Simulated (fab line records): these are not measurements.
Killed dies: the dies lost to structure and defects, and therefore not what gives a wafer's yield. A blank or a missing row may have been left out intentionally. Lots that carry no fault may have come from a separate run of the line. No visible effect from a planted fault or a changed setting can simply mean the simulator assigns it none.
Matching of chambers + flow nandHarc + rieDiel-13 running NHARC_P_BONDPAD_ETCH_37: 4 sister chambers
The step etches the open film in N2/H2, target depth 60 nm, overetch 18 nm, time 65.91 s. 8 wafers are shown with their chamber, then 12 later ones without.

== WAFERS PAIRED WITH THEIR CHAMBERS ==
| wafer  | chamber | drypumpMotorCurrentA (A) | rfVppV (V) |
|--------|---------|--------------------------|------------|
| L082.2 | 3       | 5.1                      | 429.2      |
| L088.1 | 3       | 5.1                      | 429.9      |
| L092.1 | 0       | 5.5                      | 434.3      |
| L092.4 | 1       | 5.5                      | 433.9      |
| L092.6 | 2       | 6.5                      | 435.3      |
| L091.1 | 2       | 6.6                      | 434.7      |
| L091.3 | 1       | 5.5                      | 434.1      |
| L091.6 | 0       | 5.4                      | 432.6      |

== WAFERS WITH NO CHAMBER GIVEN ==
| wafer  | drypumpMotorCurrentA (A) | rfVppV (V) |
|--------|--------------------------|------------|
| L093.2 | 5.1                      | 428.5      |
| L093.3 | 5.5                      | 434.8      |
| L093.6 | 6.6                      | 433.9      |
| L094.3 | 5.1                      | 430.1      |
| L094.5 | 5.1                      | 429.1      |
| L094.6 | 6.5                      | 433.4      |
| L095.2 | 6.5                      | 435.2      |
| L095.3 | 5.5                      | 433.9      |
| L095.5 | 6.5                      | 434.4      |
| L096.1 | 6.5                      | 433.5      |
| L096.2 | 5.1                      | 430.1      |
| L096.4 | 5.5                      | 434.0      |

== EACH ONE'S CHAMBER ==
| wafer  | from the rows above     | in truth |
|--------|-------------------------|----------|
| L093.2 | 3                       | 3        |
| L093.3 | can't be placed: 1 or 0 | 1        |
| L093.6 | 2                       | 2        |
| L094.3 | 3                       | 3        |
| L094.5 | 3                       | 3        |
| L094.6 | 2                       | 2        |
| L095.2 | 2                       | 2        |
| L095.3 | can't be placed: 1 or 0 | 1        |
| L095.5 | 2                       | 2        |
| L096.1 | 2                       | 2        |
| L096.2 | 3                       | 3        |
| L096.4 | can't be placed: 1 or 0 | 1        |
9 of 12 placed correctly. These rows do not allow placing 3 (true chamber among the candidates in 3). Placed wrongly: 0.
How it was worked out, from the rows above alone: a wafer's distance from a chamber is the root of the sum, over the readings, of the square of ((its reading less the chamber's mean) divided by the reading's scatter). If the next closest chamber is less than 2 further off than the closest, the wafer can't be placed; otherwise it belongs to the closest. For every chamber, the mean is computed from those of its wafers that are shown. The scatter: the root of (the sum of the squares of (reading less its chamber's mean) over the shown wafers, divided by (wafers less chambers)).
